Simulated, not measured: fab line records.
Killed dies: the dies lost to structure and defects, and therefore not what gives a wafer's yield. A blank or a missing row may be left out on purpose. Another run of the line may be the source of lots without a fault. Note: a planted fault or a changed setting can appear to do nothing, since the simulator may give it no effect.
Chamber matching	flow n5Finfet	rieDiel-01 running N5_BEOL_M1_STRIP_19: 4 sister chambers
The step strips in O2. 4 wafers are shown with their chamber, then 7 later ones without.

## WAFERS WITH THEIR CHAMBER
wafer	chamber	showerheadPlenumPTorr (Torr)
L076.4	2	2.07
L081.1	0	2.23
L089.1	1	2.23
L089.2	3	2.13

## WAFERS WITH NO CHAMBER GIVEN
wafer	showerheadPlenumPTorr (Torr)
L089.5	2.23
L093.1	2.12
L093.3	2.23
L093.6	2.06
L095.3	2.06
L095.4	2.23
L095.5	2.23

## THE CHAMBER EACH PASSED THROUGH
wafer	from the rows above	in truth
L089.5	can't be placed: 0 or 1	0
L093.1	3	3
L093.3	can't be placed: 0 or 1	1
L093.6	2	2
L095.3	2	2
L095.4	can't be placed: 0 or 1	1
L095.5	can't be placed: 0 or 1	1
Placed correctly: 3 of 7. These rows do not allow placing 4 (true chamber among the candidates in 4). 0 placed wrongly.
How it was worked out, from the rows above alone: a wafer's distance from a chamber is the root of the sum, over the readings, of the square of ((its reading less the chamber's mean) divided by the reading's scatter). The wafer belongs to the nearest chamber; if the next one is less than 2 further off, it can't be placed. A chamber's mean is the mean of its shown wafers. The scatter: with one shown wafer a chamber, the root of the mean of the squares of how far each hidden wafer lies from its nearest shown one.
